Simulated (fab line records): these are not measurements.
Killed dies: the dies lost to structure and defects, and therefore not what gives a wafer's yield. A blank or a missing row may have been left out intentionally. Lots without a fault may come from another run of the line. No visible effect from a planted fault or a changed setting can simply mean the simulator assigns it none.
Which tool did it? / flow nand-harc / Sampling: 11 lots, 33 wafers, 6 of 1159 route steps

## WHAT THE GAUGES READ, wafer by wafer
NHARC_P_ZERO_WELL_CD_MEAS_24: target cd 720 nm.
lot=L462; measured=day 2 02:35; on=cd-sem-01; cd-nm (nm)=719.4 720.9 720.4
lot=L464; measured=day 2 14:39; on=cd-sem-03; cd-nm (nm)=718.1 717.2 717.4
lot=L465; measured=day 2 20:31; on=cd-sem-03; cd-nm (nm)=719.3 720.5 718.8
lot=L466; measured=day 3 02:35; on=cd-sem-03; cd-nm (nm)=720.6 718.9 719.8
lot=L467; measured=day 3 08:39; on=cd-sem-01; cd-nm (nm)=718.9 719.6 719.5
lot=L470; measured=day 4 02:35; on=cd-sem-01; cd-nm (nm)=719.2 718.2 717.5
lot=L471; measured=day 4 08:33; on=cd-sem-01; cd-nm (nm)=657.1 657.5 658.2
lot=L473; measured=day 4 20:27; on=cd-sem-03; cd-nm (nm)=720.6 721.3 719.5
lot=L474; measured=day 5 02:35; on=cd-sem-02; cd-nm (nm)=720.5 720.1 720.7
lot=L481; measured=day 6 20:38; on=cd-sem-03; cd-nm (nm)=719.7 719.4 720.2
lot=L483; measured=day 7 08:36; on=cd-sem-01; cd-nm (nm)=719.1 720.6 719.2

NHARC_P_ZERO_WELL_CD_MEAS_52: target cd 2000 nm.
lot=L462; measured=day 2 05:53; on=cd-sem-01; cd-nm (nm)=2000.8 2001.7 2002.5
lot=L464; measured=day 2 17:41; on=cd-sem-03; cd-nm (nm)=2000.2 2000.3 1999.9
lot=L465; measured=day 2 23:49; on=cd-sem-03; cd-nm (nm)=2000.9 2001.0 1998.9
lot=L466; measured=day 3 05:45; on=cd-sem-01; cd-nm (nm)=2000.9 1999.6 1999.2
lot=L467; measured=day 3 11:50; on=cd-sem-03; cd-nm (nm)=1998.2 1998.3 1998.1
lot=L470; measured=day 4 05:46; on=cd-sem-01; cd-nm (nm)=2001.2 1999.6 2000.1
lot=L471; measured=day 4 11:43; on=cd-sem-01; cd-nm (nm)=1999.8 2000.4 2000.0
lot=L473; measured=day 4 23:49; on=cd-sem-03; cd-nm (nm)=2002.2 2001.6 2001.7
lot=L474; measured=day 5 05:52; on=cd-sem-01; cd-nm (nm)=1997.6 1999.8 2000.7
lot=L481; measured=day 6 23:51; on=cd-sem-03; cd-nm (nm)=2001.5 2000.6 1998.7
lot=L483; measured=day 7 11:47; on=cd-sem-02; cd-nm (nm)=2000.4 2000.0 1999.2

NHARC_END_SORT_01.
lot=L471; measured=day 22 07:53; on=prober-01; killed-at-array=19 25 19; killed-at-other=0 0 1; killed-at-periphery=5 3 9; killed-dies=24 28 29; killed-open=4 3 5; killed-short=0 0 1
lot=L474; measured=day 22 00:50; on=prober-01; killed-at-array=49 55 62; killed-at-other=0 0 0; killed-at-periphery=8 5 9; killed-dies=57 60 71; killed-open=7 4 8; killed-short=2 1 5

## WHAT TOOL EACH LOT RAN ON (gives the tool, then ch and the chambers of the sampled wafers, and finally the start)
lot=L462; NHARC_P_ZERO_WELL_EXPOSE_21=krf-scanner-04 ch 0, day 2 02:26; NHARC_P_STI_ETCH_42=rie-diel-11 ch 2,3, day 3 00:43; NHARC_P_STI_ETCH_15=rie-si-02 ch 1,2,3, day 3 00:54
lot=L464; NHARC_P_ZERO_WELL_EXPOSE_21=krf-scanner-01 ch 0, day 2 14:29; NHARC_P_STI_ETCH_42=rie-diel-11 ch 0,1,3, day 3 14:04; NHARC_P_STI_ETCH_15=rie-si-02 ch 1,2,3, day 3 14:17
lot=L465; NHARC_P_ZERO_WELL_EXPOSE_21=krf-scanner-04 ch 0, day 2 20:21; NHARC_P_STI_ETCH_42=rie-diel-09 ch 0,1,2, day 3 19:47; NHARC_P_STI_ETCH_15=rie-si-01 ch 0,3, day 3 19:59
lot=L466; NHARC_P_ZERO_WELL_EXPOSE_21=krf-scanner-02 ch 0, day 3 02:26; NHARC_P_STI_ETCH_42=rie-diel-11 ch 0,1, day 3 19:38; NHARC_P_STI_ETCH_15=rie-si-02 ch 0,1, day 3 19:49
lot=L467; NHARC_P_ZERO_WELL_EXPOSE_21=krf-scanner-04 ch 0, day 3 08:30; NHARC_P_STI_ETCH_42=rie-diel-06 ch 0,1,2, day 4 05:37; NHARC_P_STI_ETCH_15=rie-si-01 ch 0,1,2, day 4 05:48
lot=L470; NHARC_P_ZERO_WELL_EXPOSE_21=krf-scanner-02 ch 0, day 4 02:26; NHARC_P_STI_ETCH_42=rie-diel-09 ch 0,3, day 5 01:38; NHARC_P_STI_ETCH_15=rie-si-02 ch 0,3, day 5 01:49
lot=L471; NHARC_P_ZERO_WELL_EXPOSE_21=krf-scanner-04 ch 0, day 4 08:23; NHARC_P_STI_ETCH_42=rie-diel-11 ch 1,2,3, day 5 01:28; NHARC_P_STI_ETCH_15=rie-si-05 ch 2,3, day 5 01:38
lot=L473; NHARC_P_ZERO_WELL_EXPOSE_21=krf-scanner-04 ch 0, day 4 20:18; NHARC_P_STI_ETCH_42=rie-diel-06 ch 0, day 5 18:56; NHARC_P_STI_ETCH_15=rie-si-01 ch 0,2,3, day 5 19:14
lot=L474; NHARC_P_ZERO_WELL_EXPOSE_21=krf-scanner-01 ch 0, day 5 02:26; NHARC_P_STI_ETCH_42=rie-diel-09 ch 0,1,3, day 5 23:58; NHARC_P_STI_ETCH_15=rie-si-02 ch 0,1,2, day 6 00:08
lot=L481; NHARC_P_ZERO_WELL_EXPOSE_21=krf-scanner-04 ch 0, day 6 20:29; NHARC_P_STI_ETCH_42=rie-diel-11 ch 0,1,2, day 7 17:17; NHARC_P_STI_ETCH_15=rie-si-01 ch 0,2,3, day 7 17:28
lot=L483; NHARC_P_ZERO_WELL_EXPOSE_21=krf-scanner-04 ch 0, day 7 08:26; NHARC_P_STI_ETCH_42=rie-diel-09 ch 0,1,2, day 8 06:29; NHARC_P_STI_ETCH_15=rie-si-01 ch 0,1,2, day 8 06:41
- NHARC_P_ZERO_WELL_EXPOSE_21: exposes mask P NWELL, target cd 720 nm.
- NHARC_P_STI_ETCH_42: etches the open film in N2/H2, target depth 80 nm, overetch 24 nm, time 61 s.
- NHARC_P_STI_ETCH_15: etches the open film in HBr/Cl2, target depth 300 nm, time 100.1 s.

## WHAT THE TOOLS THEMSELVES READ (means of the sampled wafers that have a number; where no wafer has one, the mark that the record gives instead)
NHARC_P_ZERO_WELL_EXPOSE_21.
lot=L462; tool=krf-scanner-04; reticle-temp-C (C)=22.99
lot=L464; tool=krf-scanner-01; reticle-temp-C (C)=23.05
lot=L465; tool=krf-scanner-04; reticle-temp-C (C)=23.05
lot=L466; tool=krf-scanner-02; reticle-temp-C (C)=23.13
lot=L467; tool=krf-scanner-04; reticle-temp-C (C)=22.96
lot=L470; tool=krf-scanner-02; reticle-temp-C (C)=22.96
lot=L471; tool=krf-scanner-04; reticle-temp-C (C)=22.91
lot=L473; tool=krf-scanner-04; reticle-temp-C (C)=23.01
lot=L474; tool=krf-scanner-01; reticle-temp-C (C)=23.00
lot=L481; tool=krf-scanner-04; reticle-temp-C (C)=23.09
lot=L483; tool=krf-scanner-04; reticle-temp-C (C)=23.12

NHARC_P_STI_ETCH_42.
lot=L462; tool=rie-diel-11; bias-w (W)=150.0; chamber-pressure-mTorr (mTorr)=30.023; drypump-motor-current-A (A)=6.1; mfc-ar-sccm (sccm)=0.025; oes-product-au (a.u.)=1.002; rf-vpp-V (V)=430.3; showerhead-plenum-p-Torr (Torr)=2.04; throttle-valve-pct (%)=14.168
lot=L464; tool=rie-diel-11; bias-w (W)=149.9; chamber-pressure-mTorr (mTorr)=29.984; drypump-motor-current-A (A)=5.6; mfc-ar-sccm (sccm)=0.004; oes-product-au (a.u.)=0.997; rf-vpp-V (V)=433.4; showerhead-plenum-p-Torr (Torr)=2.13; throttle-valve-pct (%)=14.177
lot=L465; tool=rie-diel-09; bias-w (W)=150.3; chamber-pressure-mTorr (mTorr)=29.990; drypump-motor-current-A (A)=5.7; mfc-ar-sccm (sccm)=0.010; oes-product-au (a.u.)=1.002; rf-vpp-V (V)=430.5; showerhead-plenum-p-Torr (Torr)=1.99; throttle-valve-pct (%)=14.165
lot=L466; tool=rie-diel-11; bias-w (W)=149.7; chamber-pressure-mTorr (mTorr)=30.001; drypump-motor-current-A (A)=5.3; mfc-ar-sccm (sccm)=0.004; oes-product-au (a.u.)=0.990; rf-vpp-V (V)=432.2; showerhead-plenum-p-Torr (Torr)=2.11; throttle-valve-pct (%)=14.172
lot=L467; tool=rie-diel-06; bias-w (W)=149.9; chamber-pressure-mTorr (mTorr)=30.011; drypump-motor-current-A (A)=5.8; mfc-ar-sccm (sccm)=0.007; oes-product-au (a.u.)=0.996; rf-vpp-V (V)=429.5; showerhead-plenum-p-Torr (Torr)=2.02; throttle-valve-pct (%)=14.181
lot=L470; tool=rie-diel-09; bias-w (W)=149.1; chamber-pressure-mTorr (mTorr)=30.009; drypump-motor-current-A (A)=6.1; mfc-ar-sccm (sccm)=0.007; oes-product-au (a.u.)=0.995; rf-vpp-V (V)=429.8; showerhead-plenum-p-Torr (Torr)=2.01; throttle-valve-pct (%)=14.175
lot=L471; tool=rie-diel-11; bias-w (W)=149.8; chamber-pressure-mTorr (mTorr)=30.033; drypump-motor-current-A (A)=5.7; mfc-ar-sccm (sccm)=0.013; oes-product-au (a.u.)=0.997; rf-vpp-V (V)=432.3; showerhead-plenum-p-Torr (Torr)=2.10; throttle-valve-pct (%)=14.169
lot=L473; tool=rie-diel-06; bias-w (W)=150.4; chamber-pressure-mTorr (mTorr)=30.039; drypump-motor-current-A (A)=5.7; mfc-ar-sccm (sccm)=0.000; oes-product-au (a.u.)=1.001; rf-vpp-V (V)=427.7; showerhead-plenum-p-Torr (Torr)=1.91; throttle-valve-pct (%)=14.169
lot=L474; tool=rie-diel-09; bias-w (W)=150.3; chamber-pressure-mTorr (mTorr)=29.996; drypump-motor-current-A (A)=6.0; mfc-ar-sccm (sccm)=0.012; oes-product-au (a.u.)=1.003; rf-vpp-V (V)=430.2; showerhead-plenum-p-Torr (Torr)=2.05; throttle-valve-pct (%)=14.178
lot=L481; tool=rie-diel-11; bias-w (W)=149.7; chamber-pressure-mTorr (mTorr)=30.003; drypump-motor-current-A (A)=5.8; mfc-ar-sccm (sccm)=0.017; oes-product-au (a.u.)=1.003; rf-vpp-V (V)=430.3; showerhead-plenum-p-Torr (Torr)=2.05; throttle-valve-pct (%)=14.172
lot=L483; tool=rie-diel-09; bias-w (W)=150.2; chamber-pressure-mTorr (mTorr)=30.004; drypump-motor-current-A (A)=5.7; mfc-ar-sccm (sccm)=0.010; oes-product-au (a.u.)=1.001; rf-vpp-V (V)=429.5; showerhead-plenum-p-Torr (Torr)=1.99; throttle-valve-pct (%)=14.153

NHARC_P_STI_ETCH_15.
lot=L462; tool=rie-si-02; bias-w (W)=100.1; chamber-pressure-mTorr (mTorr)=14.986; drypump-motor-current-A (A)=6.0; oes-product-au (a.u.)=0.998; throttle-valve-pct (%)=26.404
lot=L464; tool=rie-si-02; bias-w (W)=99.8; chamber-pressure-mTorr (mTorr)=15.000; drypump-motor-current-A (A)=6.0; oes-product-au (a.u.)=0.995; throttle-valve-pct (%)=26.403
lot=L465; tool=rie-si-01; bias-w (W)=100.2; chamber-pressure-mTorr (mTorr)=15.008; drypump-motor-current-A (A)=5.7; oes-product-au (a.u.)=1.006; throttle-valve-pct (%)=26.397
lot=L466; tool=rie-si-02; bias-w (W)=99.5; chamber-pressure-mTorr (mTorr)=15.004; drypump-motor-current-A (A)=5.8; oes-product-au (a.u.)=1.007; throttle-valve-pct (%)=26.398
lot=L467; tool=rie-si-01; bias-w (W)=100.0; chamber-pressure-mTorr (mTorr)=15.006; drypump-motor-current-A (A)=5.7; oes-product-au (a.u.)=0.999; throttle-valve-pct (%)=26.406
lot=L470; tool=rie-si-02; bias-w (W)=100.0; chamber-pressure-mTorr (mTorr)=15.013; drypump-motor-current-A (A)=5.7; oes-product-au (a.u.)=0.994; throttle-valve-pct (%)=26.399
lot=L471; tool=rie-si-05; bias-w (W)=100.3; chamber-pressure-mTorr (mTorr)=15.003; drypump-motor-current-A (A)=5.8; oes-product-au (a.u.)=1.008; throttle-valve-pct (%)=26.401
lot=L473; tool=rie-si-01; bias-w (W)=99.8; chamber-pressure-mTorr (mTorr)=14.994; drypump-motor-current-A (A)=6.0; oes-product-au (a.u.)=1.001; throttle-valve-pct (%)=26.411
lot=L474; tool=rie-si-02; bias-w (W)=100.0; chamber-pressure-mTorr (mTorr)=15.003; drypump-motor-current-A (A)=6.0; oes-product-au (a.u.)=1.005; throttle-valve-pct (%)=26.407
lot=L481; tool=rie-si-01; bias-w (W)=99.9; chamber-pressure-mTorr (mTorr)=15.013; drypump-motor-current-A (A)=6.0; oes-product-au (a.u.)=1.009; throttle-valve-pct (%)=26.402
lot=L483; tool=rie-si-01; bias-w (W)=99.7; chamber-pressure-mTorr (mTorr)=15.001; drypump-motor-current-A (A)=5.7; oes-product-au (a.u.)=0.997; throttle-valve-pct (%)=26.415

## THE ANSWER, worked out from the rows above alone
Rule: what is usual is taken from the lots themselves. Put in order of their means at a reading, lots are off if they are a third of the lots or fewer, leave a main group of 4 or more, and stand apart from it by a gap of 3 or more times the standard deviation of the main group's means; of several such gaps the widest counts. If all means in a main group match to the digits the tables above print for the reading, that group is not used. A lot without any number at a reading at which 4 lots or more have one is off too. The other lots that the step has rows for count as sound. Order of review: gauges by route order, followed by the tools' own readings, for which a lot's mean as printed above is used. The first step at which some lot is off is used, and at that step the reading that is off furthest; a lot without a number counts as furthest.
Off at NHARC_P_ZERO_WELL_CD_MEAS_24 (cd-nm): L471. Mean 719.5 nm and standard deviation 0.88 in the main group.
A tool fits if, at a process step before that reading, it ran every lot that is off, and no sound lot after the first of them. Those tools and the gauges at NHARC_P_ZERO_WELL_CD_MEAS_24 are tried in the same way. Of those tried, none fits.

## WHAT THE SIMULATOR HAD PUT IN
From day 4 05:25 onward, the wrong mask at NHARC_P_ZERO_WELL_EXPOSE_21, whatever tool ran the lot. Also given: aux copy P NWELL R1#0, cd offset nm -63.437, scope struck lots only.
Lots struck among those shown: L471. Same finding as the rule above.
